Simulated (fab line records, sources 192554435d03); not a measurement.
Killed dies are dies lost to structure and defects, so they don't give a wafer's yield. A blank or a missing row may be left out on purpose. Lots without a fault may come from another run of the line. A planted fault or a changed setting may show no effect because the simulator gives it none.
fab line records | flow n5_finfet | part 1 of 2: steps 1 to 17 of 28
record lots=5 wafers=15 last_day=18
route steps=1938 shown BEOL_M4@1030
lots that met no fault: from a run of the same line without faults
start_h: hours from the record's first day to the start of the lot's first wafer shown | wait_h: hours since the lot's step before | " the same as in the row above | L1.1+2: a row that stands for several wafers | - no value, or no start given | * or withheld: withheld | < > ~ a bound
route shown NAME@n: a module of which the file shows steps, and the number in the route of the first | usual: mean/standard deviation of fault-free wafers | same: alike in all rows | chamber/n: place in a boat | sites: the reading at each site | _std_site: their standard deviation | _edge_site: outer sites' mean less inner sites' | radius_mm: how far each site lies from the wafer's centre | mask NAME#n: copy n | behind: the tool/chamber that last shaped the wafer | hold: why the lot was held/for how many hours/how that ended | device: the transistor (n, p or np) that didn't switch | end of line: the same wafers' tests at the end of the route | a step without rows: its recipe alone | killed: dies lost to structure and defects at the first sort, not the wafer's yield | map: a wafer's dies, x killed, . not, _ none there
set.NAME: the setting as run; set.NAME@STEP: as run at that earlier step | model.NAME: the simulator's own value behind a step, which no gauge read
lots at some steps of the route; a table a step, a row a wafer
services: from which hour (start_h, from the record's first day; less than 0 if before it) a tool's chamber was out of use, for how many hours, and why
## steps
# step N5_BEOL_M4_SOFTBAKE_06
# recipe temp_c=110 time_s=60 resist=CAR-EUV
# usual exhaust_pa=45.0/0.82 heater_power_total_W=175.4/1.6
# columns lot.wafer tool chamber start_h wait_h exhaust_pa heater_power_total_W
L079.4 litho_track-04 0 - - 45.9 177.5
L079.5 " 0 " " 44.2 177.3
L079.6 " 0 " " 45.5 172.9
L083.1 litho_track-02 0 - - 44.7 173.6
L083.5 " 0 " " 43.4 177.6
L083.6 " 0 " " 43.4 177.4
L090.4 litho_track-02 0 - - 44.4 176.8
L090.5 " 0 " " 44.2 176.8
L090.6 " 0 " " 46.0 173.0
L093.1 litho_track-02 0 - - 44.6 174.5
L093.2 " 0 " " 43.2 176.2
L093.6 " 0 " " 44.2 176.1
L097.2 litho_track-03 0 - - 45.3 174.4
L097.4 " 0 " " 44.8 173.1
L097.6 " 0 " " 43.4 177.4
# step N5_BEOL_M4_EXPOSE_08
# recipe mask_id=M4 na=0.33 source_shape=dipole sigma_inner=0.369 sigma_outer=0.767 polarization=unpolarized dose_mj=41.25
# same dipole_opening_deg=79.7
# columns lot.wafer tool chamber start_h wait_h mask
L079.4+5+6 euv_scanner-01 0 190.43 - M4#0
L083.1+5+6 euv_scanner-02 0 224.18 - M4#0
L090.4+5+6 euv_scanner-02 0 266.26 - M4#0
L093.1+2+6 euv_scanner-01 0 286.28 - M4#0
L097.2+4+6 euv_scanner-01 0 297.02 - M4#0
# step N5_BEOL_M4_PEB_09
# recipe peb_temp_c=100 peb_time_s=60 resist=CAR-EUV
# usual exhaust_pa=45.3/0.75 heater_power_total_W=154.0/1.1
# columns lot.wafer tool chamber start_h wait_h exhaust_pa heater_power_total_W
L079.4 litho_track-03 0 190.48 0.0 46.3 153.0
L079.5 " 0 " " 47.0 155.3
L079.6 " 0 " " 45.4 152.5
L083.1 litho_track-04 0 224.25 0.1 44.1 155.1
L083.5 " 0 " " 43.8 155.4
L083.6 " 0 " " 44.6 155.7
L090.4 litho_track-02 0 266.31 0.0 45.6 153.0
L090.5 " 0 " " 45.4 155.7
L090.6 " 0 " " 44.3 153.6
L093.1 litho_track-03 0 286.35 0.1 44.9 155.6
L093.2 " 0 " " 44.3 152.3
L093.6 " 0 " " 45.1 153.1
L097.2 litho_track-04 0 297.08 0.1 44.7 155.7
L097.4 " 0 " " 45.8 152.4
L097.6 " 0 " " 46.7 155.3
# step N5_BEOL_M4_DEVELOP_10
# recipe develop_time_s=30 developer=TMAH resist=CAR-EUV rinse_liquid=surfactant_rinse dry=air_spin dev_temp_c=23
# usual developer_temp_C=23.00/0.1 exhaust_pa=45.1/0.86
# columns lot.wafer tool chamber start_h wait_h developer_temp_C exhaust_pa
L079.4 litho_track-03 0 - - 22.93 44.1
L079.5 " 0 " " 23.16 42.4
L079.6 " 0 " " 22.94 45.8
L083.1 litho_track-04 0 - - 22.82 45.1
L083.5 " 0 " " 22.85 44.1
L083.6 " 0 " " 22.94 46.3
L090.4 litho_track-02 0 - - 23.15 45.1
L090.5 " 0 " " 22.99 45.0
L090.6 " 0 " " 23.06 43.4
L093.1 litho_track-03 0 - - 22.98 45.0
L093.2 " 0 " " 23.06 44.3
L093.6 " 0 " " 23.06 45.6
L097.2 litho_track-04 0 - - 22.98 45.3
L097.4 " 0 " " 22.95 44.4
L097.6 " 0 " " 22.97 44.3
# step N5_BEOL_M4_CD_MEAS_11
# recipe target_cd_nm=16.79 landing_energy_ev=500 detector=se_inlens polarity=opening
# usual cd_nm=16.69/0.23
# same landing_energy_ev=500
# columns lot.wafer tool chamber start_h wait_h cd_nm
L079.4 cd_sem-01 0 190.55 - 16.64
L079.5 " 0 " " 16.68
L079.6 " 0 " " 16.68
L083.1 cd_sem-03 0 224.32 - 16.68
L083.5 " 0 " " 16.72
L083.6 " 0 " " 16.61
L090.4 cd_sem-01 0 266.38 - 16.66
L090.5 " 0 " " 16.58
L090.6 " 0 " " 16.64
L093.1 cd_sem-01 0 286.41 - 16.50
L093.2 " 0 " " 16.38
L093.6 " 0 " " 16.57
L097.2 cd_sem-03 0 297.15 - 16.35
L097.4 " 0 " " 16.88
L097.6 " 0 " " 16.55
# step N5_BEOL_M4_OVL_MEAS_12
# recipe points_per_wafer=522
# usual M4_OVL=0.5/0.61
# columns lot.wafer tool chamber start_h wait_h M4_OVL[nm]
L079.4 overlay-02 0 190.59 0.0 0.0
L079.5 " 0 " " 0.3
L079.6 " 0 " " 0.3
L083.1 overlay-02 0 224.35 0.0 0.3
L083.5 " 0 " " 0.1
L083.6 " 0 " " 0.5
L090.4 overlay-01 0 266.42 0.0 1.3
L090.5 " 0 " " 0.7
L090.6 " 0 " " 0.7
L093.1 overlay-01 0 286.44 0.0 0.5
L093.2 " 0 " " 0.7
L093.6 " 0 " " -0.7
L097.2 overlay-01 0 297.18 0.0 1.3
L097.4 " 0 " " 1.8
L097.6 " 0 " " 1.1
# step N5_BEOL_M4_INSPECT_13
# recipe mode=adi inspect_instrument=brightfield
# usual raw_defect_count=402/96
# columns lot.wafer tool chamber start_h wait_h raw_defect_count
L079.4 defect_inspect-02 - 190.63 0.0 331
L079.5 " - " " 363
L079.6 " - " " 275
L083.1 defect_inspect-02 - 224.41 0.1 588
L083.5 " - " " 502
L083.6 " - " " 550
L090.4 defect_inspect-01 - 266.46 0.0 492
L090.5 " - " " 389
L090.6 " - " " 321
L093.1 defect_inspect-02 - 286.50 0.1 466
L093.2 " - " " 329
L093.6 " - " " 436
L097.2 defect_inspect-01 - 297.23 0.0 441
L097.4 " - " " 388
L097.6 " - " " 285
# step N5_BEOL_M4_DESCUM_16
# recipe chemistry=O2 time_s=7 source_power_w=50 bias_power_w=20 pressure_mtorr=20 rf_frequency_hz=2.712e+07 temp_c=40 resist=CAR-EUV o2_flow_sccm=225
# usual drypump_motor_current_A=5.8/0.45 oes_product_au=0.79/0.076 rf_vpp_V=243.7/1.4 showerhead_plenum_p_Torr=2.14/0.071 temp_c=39.99/0.12 throttle_valve_pct=20.4/0.4
# columns lot.wafer tool chamber start_h wait_h drypump_motor_current_A oes_product_au rf_hours_counter_h rf_vpp_V showerhead_plenum_p_Torr temp_c throttle_valve_pct
L079.4 rie_diel-04 3 190.67 0.0 6.3 0.83 80 243.0 2.14 39.88 20.3
L079.5 " 0 " " 5.0 0.86 - 243.0 2.07 40.06 20.9
L079.6 " 1 " " 5.8 0.69 - 243.4 2.13 40.08 20.1
L083.1 rie_diel-05 1 224.44 0.0 5.8 0.75 163 245.3 2.20 40.08 21.1
L083.5 " 2 " " 5.4 0.82 - 242.1 2.01 40.26 20.0
L083.6 " 3 " " 5.8 0.70 - 244.9 2.15 40.20 20.1
L090.4 rie_diel-06 0 266.55 0.1 6.3 0.70 230 243.2 2.16 39.82 20.8
L090.5 " 0 " " 6.3 0.69 - 244.3 2.16 39.87 20.8
L090.6 " 1 " " 6.5 0.82 - 243.9 2.19 40.12 20.3
L093.1 rie_diel-04 2 286.59 0.1 6.3 0.77 128 244.0 2.21 40.18 20.6
L093.2 " 1 " " 5.8 0.95 10 244.7 2.12 39.87 19.9
L093.6 " 0 " " 5.0 0.81 - 242.6 2.06 39.70 21.0
L097.2 rie_diel-06 1 297.70 0.5 6.5 0.80 93 245.1 2.19 39.95 20.3
L097.4 " 3 " " 5.0 0.72 - 244.2 2.14 39.96 20.3
L097.6 " 0 " " 6.3 0.69 - 243.1 2.16 40.05 20.8
# step N5_BEOL_M4_ETCH_74
# recipe chemistry=N2/H2 target=underlayer target_depth_a=65 mask_material=CAR-EUV time_s=5.2 ion_energy_ev=200 pressure_mtorr=30 source_w=840 bias_w=150 n2_flow_sccm=200 h2_flow_sccm=200 ends=cleared
# usual drypump_motor_current_A=5.8/0.46 etch_rf_on_time_s=5.17/0.13 oes_product_au=0.68/0.062 rf_vpp_V=525.3/2.5 showerhead_plenum_p_Torr=2.59/0.086 throttle_valve_pct=17.8/0.34
# columns lot.wafer tool chamber start_h wait_h drypump_motor_current_A etch_rf_on_time_s oes_product_au rf_hours_counter_h rf_vpp_V showerhead_plenum_p_Torr throttle_valve_pct
L079.4 rie_diel-04 3 190.70 0.0 6.3 5.14 0.70 80 524.5 2.59 17.8
L079.5 " 0 " " 5.0 5.16 0.74 - 521.3 2.44 17.7
L079.6 " 1 " " 5.8 5.51 0.57 - 525.0 2.63 17.8
L083.1 rie_diel-05 1 224.47 0.0 5.8 5.07 0.64 163 525.6 2.65 18.3
L083.5 " 2 " " 5.4 5.08 0.71 - 522.2 2.47 17.5
L083.6 " 3 " " 5.9 5.25 0.61 - 524.9 2.59 17.3
L090.4 rie_diel-06 0 266.58 0.0 6.3 5.28 0.59 230 524.5 2.63 18.2
L090.5 " 0 " " 6.3 5.25 0.60 - 527.5 2.63 18.3
L090.6 " 1 " " 6.5 5.09 0.69 - 527.2 2.67 17.7
L093.1 rie_diel-04 2 286.62 0.0 6.3 5.06 0.66 128 527.1 2.69 18.0
L093.2 " 1 " " 5.8 5.36 0.80 10 525.7 2.62 17.6
L093.6 " 0 " " 4.9 5.23 0.70 - 521.3 2.43 17.7
L097.2 rie_diel-06 1 297.74 0.0 6.5 4.99 0.68 93 527.2 2.66 17.7
L097.4 " 3 " " 5.0 5.24 0.61 - 525.3 2.64 18.1
L097.6 " 0 " " 6.3 5.31 0.60 - 526.9 2.62 18.3
# step N5_BEOL_M4_ETCH_63
# recipe chemistry=CF4 target=SiARC target_depth_a=156 mask_material=CAR-EUV time_s=26 ion_energy_ev=80 pressure_mtorr=40 source_w=545 bias_w=36 Ar_flow_sccm=100 cf4_flow_sccm=100 ends=cleared
# usual drypump_motor_current_A=5.8/0.46 etch_rf_on_time_s=25.9/0.6 oes_product_au=0.68/0.063 rf_vpp_V=184.5/1.1 showerhead_plenum_p_Torr=2.18/0.059 throttle_valve_pct=15.56/0.25
# columns lot.wafer tool chamber start_h wait_h drypump_motor_current_A etch_rf_on_time_s oes_product_au rf_hours_counter_h rf_vpp_V showerhead_plenum_p_Torr throttle_valve_pct
L079.4 rie_diel-04 3 190.72 0.0 6.3 25.7 0.70 80 183.5 2.16 15.29
L079.5 " 0 " " 5.0 25.6 0.75 - 184.0 2.08 15.72
L079.6 " 1 " " 5.8 27.3 0.57 - 184.5 2.21 15.58
L083.1 rie_diel-05 1 224.49 0.0 5.8 25.7 0.63 163 184.9 2.22 16.02
L083.5 " 2 " " 5.4 25.4 0.70 - 181.8 2.10 15.43
L083.6 " 3 " " 5.8 26.2 0.60 - 184.5 2.19 15.38
L090.4 rie_diel-06 0 266.60 0.0 6.3 27.1 0.59 230 184.0 2.19 15.87
L090.5 " 0 " " 6.3 26.8 0.59 - 184.3 2.19 15.86
L090.6 " 1 " " 6.5 24.7 0.70 - 185.1 2.25 15.50
L093.1 rie_diel-04 2 286.64 0.0 6.3 25.3 0.66 128 185.1 2.23 15.68
L093.2 " 1 " " 5.8 26.9 0.80 10 186.3 2.20 15.20
L093.6 " 0 " " 5.0 26.0 0.71 - 183.2 2.07 15.78
L097.2 rie_diel-06 1 297.75 0.0 6.5 24.7 0.69 93 186.9 2.25 15.52
L097.4 " 3 " " 5.0 25.9 0.62 - 183.0 2.19 15.54
L097.6 " 0 " " 6.3 27.2 0.58 - 184.0 2.19 15.90
# step N5_BEOL_M4_ETCH_64
# recipe chemistry=N2/H2 target=SOC target_depth_a=750 overetch_a=225 mask_material=SiARC temp_c=40 time_s=121.9 ion_energy_ev=200 pressure_mtorr=30 source_w=840 bias_w=150 n2_flow_sccm=200 h2_flow_sccm=200
# usual drypump_motor_current_A=5.8/0.45 oes_product_au=0.60/0.054 rf_vpp_V=525.2/2.4 showerhead_plenum_p_Torr=2.59/0.086 temp_c=40.00/0.13 throttle_valve_pct=17.7/0.34
# columns lot.wafer tool chamber start_h wait_h drypump_motor_current_A oes_product_au rf_hours_counter_h rf_vpp_V showerhead_plenum_p_Torr temp_c throttle_valve_pct
L079.4 rie_diel-04 3 190.75 0.0 6.3 0.62 80 525.1 2.59 40.20 17.7
L079.5 " 0 " " 5.0 0.65 - 522.1 2.44 40.06 17.6
L079.6 " 1 " " 5.8 0.52 - 526.9 2.63 40.03 17.8
L083.1 rie_diel-05 1 224.52 0.0 5.8 0.56 163 525.5 2.65 39.90 18.3
L083.5 " 2 " " 5.5 0.62 - 520.3 2.47 39.67 17.5
L083.6 " 3 " " 5.9 0.54 - 525.3 2.59 39.89 17.3
L090.4 rie_diel-06 0 266.62 0.0 6.4 0.54 230 526.7 2.63 39.94 18.2
L090.5 " 0 " " 6.4 0.53 - 526.4 2.63 40.03 18.2
L090.6 " 1 " " 6.5 0.61 - 526.3 2.67 40.24 17.6
L093.1 rie_diel-04 2 286.67 0.0 6.2 0.58 128 527.7 2.69 40.03 18.0
L093.2 " 1 " " 5.8 0.72 10 524.9 2.62 40.11 17.5
L093.6 " 0 " " 5.0 0.62 - 522.1 2.43 40.01 17.7
L097.2 rie_diel-06 1 297.78 0.0 6.5 0.59 93 526.9 2.66 39.74 17.6
L097.4 " 3 " " 5.0 0.54 - 525.8 2.64 40.06 18.0
L097.6 " 0 " " 6.3 0.53 - 525.4 2.62 39.95 18.2
# step N5_BEOL_M4_STRIP_65
# recipe chemistry=N2/H2 temp_c=40 n2_flow_sccm=200 h2_flow_sccm=200 rf_frequency_hz=6e+07
# columns lot.wafer tool chamber start_h wait_h
L079.4+5+6 rie_diel-04 3,0,1 190.86 0.1
L083.1+5+6 rie_diel-05 1,2,3 224.63 0.1
L090.4+5+6 rie_diel-06 0,0,1 266.74 0.1
L093.1+2+6 rie_diel-04 2,1,0 286.78 0.1
L097.2+4+6 rie_diel-06 1,3,0 297.90 0.1
# step N5_BEOL_M4_STRIP_75
# recipe chemistry=N2/H2 temp_c=40 n2_flow_sccm=200 h2_flow_sccm=200 rf_frequency_hz=6e+07
# columns lot.wafer tool chamber start_h wait_h
L079.4+5+6 rie_diel-04 3,0,1 190.87 0.0
L083.1+5+6 rie_diel-05 1,2,3 224.64 0.0
L090.4+5+6 rie_diel-06 0,0,1 266.75 0.0
L093.1+2+6 rie_diel-04 2,1,0 286.79 0.0
L097.2+4+6 rie_diel-06 1,3,0 297.91 0.0
# step N5_BEOL_M4_STRIP_66
# recipe chemistry=CF4 resist=SiARC power_w=300 bias_power_w=75 pressure_mtorr=50 cf4_flow_sccm=150 rf_frequency_hz=6e+07
# usual drypump_motor_current_A=5.8/0.46 oes_product_au=0.78/0.07 power_w=300.0/0.87 rf_vpp_V=271.8/1.4 showerhead_plenum_p_Torr=1.83/0.046 throttle_valve_pct=13.53/0.22
# columns lot.wafer tool chamber start_h wait_h drypump_motor_current_A oes_product_au power_w rf_hours_counter_h rf_vpp_V showerhead_plenum_p_Torr throttle_valve_pct
L079.4 rie_diel-04 3 190.88 0.0 6.3 0.81 300.0 80 272.2 1.81 13.29
L079.5 " 0 " " 4.9 0.85 301.2 - 269.7 1.74 13.62
L079.6 " 1 " " 5.8 0.68 299.7 - 272.2 1.85 13.61
L083.1 rie_diel-05 1 224.65 0.0 5.8 0.73 301.4 163 271.6 1.85 13.93
L083.5 " 2 " " 5.4 0.81 300.2 - 270.9 1.78 13.45
L083.6 " 3 " " 5.8 0.70 300.8 - 272.6 1.84 13.45
L090.4 rie_diel-06 0 266.76 0.0 6.4 0.70 299.2 230 272.9 1.82 13.82
L090.5 " 0 " " 6.4 0.69 300.4 - 272.9 1.82 13.82
L090.6 " 1 " " 6.4 0.80 300.6 - 273.1 1.88 13.44
L093.1 rie_diel-04 2 286.80 0.0 6.3 0.76 300.4 128 272.3 1.86 13.65
L093.2 " 1 " " 5.8 0.94 300.4 10 270.9 1.85 13.15
L093.6 " 0 " " 5.0 0.81 299.2 - 269.3 1.73 13.70
L097.2 rie_diel-06 1 297.92 0.0 6.5 0.77 301.2 93 272.2 1.88 13.51
L097.4 " 3 " " 5.1 0.70 300.1 - 273.1 1.82 13.54
L097.6 " 0 " " 6.3 0.69 298.6 - 273.3 1.82 13.84
# step N5_BEOL_M4_HM_OPEN_17
# recipe chemistry=Cl2/BCl3 target_depth_a=200 overetch_a=60 target=TiN mask_material=SOC ion_energy_ev=150 pressure_mtorr=10 icp_w=1000 bias_w=126 Cl2_flow_sccm=53.25 bcl3_flow_sccm=21.75 Ar_flow_sccm=25
# usual bcl3_flow_sccm=21.76/0.062 drypump_motor_current_A=5.8/0.33 oes_product_au=0.65/0.066 throttle_valve_pct=22.1/0.35
# columns lot.wafer tool chamber start_h wait_h bcl3_flow_sccm drypump_motor_current_A oes_product_au rf_hours_counter_h throttle_valve_pct
L079.4 rie_metal-01 0 190.95 0.1 21.73 5.7 0.56 - 22.4
L079.5 " 0 " " 21.73 5.7 0.55 - 22.5
L079.6 " 1 " " 21.86 5.5 0.68 - 21.8
L083.1 rie_metal-01 1 224.69 0.0 21.83 5.5 0.67 31 21.9
L083.5 " 1 " " 21.78 5.5 0.67 - 21.8
L083.6 " 0 " " 21.76 5.7 0.56 - 22.4
L090.4 rie_metal-03 1 266.83 0.1 21.71 6.4 0.60 - 21.5
L090.5 " 0 " " 21.80 6.1 0.69 - 22.5
L090.6 " 1 " " 21.69 6.4 0.59 - 21.5
L093.1 rie_metal-03 1 286.84 0.0 21.86 6.4 0.58 76 21.5
L093.2 " 0 " " 21.78 6.2 0.67 42 22.5
L093.6 " 0 " " 21.71 6.1 0.66 - 22.5
L097.2 rie_metal-01 0 297.96 0.0 21.88 5.7 0.55 109 22.4
L097.4 " 0 " " 21.80 5.7 0.55 - 22.5
L097.6 " 0 " " 21.89 5.7 0.55 - 22.4
# step N5_BEOL_M4_STRIP_19
# recipe chemistry=O2 power_w=400 temp_c=40 pressure_mtorr=30 rf_frequency_hz=6e+07 bias_power_w=0 overash_fraction=0.2 o2_flow_sccm=225
# usual drypump_motor_current_A=5.9/0.52 oes_product_au=0.80/0.078 rf_vpp_V=3.6/0.5 showerhead_plenum_p_Torr=2.14/0.063 temp_c=40.01/0.1 throttle_valve_pct=16.6/0.3
# columns lot.wafer tool chamber start_h wait_h drypump_motor_current_A oes_product_au rf_hours_counter_h rf_vpp_V showerhead_plenum_p_Torr temp_c throttle_valve_pct
L079.4 rie_diel-04 3 191.05 0.1 6.3 0.82 80 3.1 2.14 39.92 16.5
L079.5 " 1 " " 5.8 0.69 - 3.4 2.14 39.94 16.4
L079.6 " 2 " " 6.3 0.80 - 4.4 2.23 40.01 16.8
L083.1 rie_diel-04 2 224.85 0.1 6.3 0.79 105 2.7 2.22 39.96 16.8
L083.5 " 0 " " 5.0 0.84 - 3.2 2.07 39.93 17.1
L083.6 " 3 " " 6.3 0.82 - 4.2 2.13 39.81 16.5
L090.4 rie_diel-04 0 266.91 0.1 5.0 0.83 79 4.2 2.07 39.97 17.1
L090.5 " 3 " " 6.2 0.80 - 2.9 2.13 40.15 16.5
L090.6 " 2 " " 6.3 0.78 - 2.6 2.22 40.07 16.8
L093.1 rie_diel-06 1 286.95 0.1 6.5 0.81 88 3.3 2.19 40.07 16.5
L093.2 " 3 " " 5.1 0.72 213 4.2 2.14 39.98 16.6
L093.6 " 1 " " 6.5 0.81 - 2.7 2.19 40.00 16.5
L097.2 rie_diel-06 0 298.07 0.1 6.3 0.69 238 3.9 2.16 39.82 17.0
L097.4 " 3 " " 5.0 0.72 - 3.8 2.14 39.99 16.6
L097.6 " 1 " " 6.5 0.81 - 4.3 2.19 40.05 16.5
# step N5_BEOL_M4_CD_MEAS_18
# recipe pitch_nm=36 target_cd_nm=18
# usual cd_nm=18.1/0.45
# columns lot.wafer tool chamber start_h wait_h cd_nm
L079.4 cd_sem-02 - 191.13 0.1 18.4
L079.5 " - " " 18.4
L079.6 " - " " 18.5
L083.1 cd_sem-01 - 224.92 0.0 18.8
L083.5 " - " " 18.4
L083.6 " - " " 17.4
L090.4 cd_sem-03 - 266.98 0.1 17.2
L090.5 " - " " 17.5
L090.6 " - " " 17.6
L093.1 cd_sem-03 - 287.02 0.0 18.2
L093.2 " - " " 17.8
L093.6 " - " " 18.7
L097.2 cd_sem-02 - 298.14 0.1 17.3
L097.4 " - " " 18.1
L097.6 " - " " 17.4
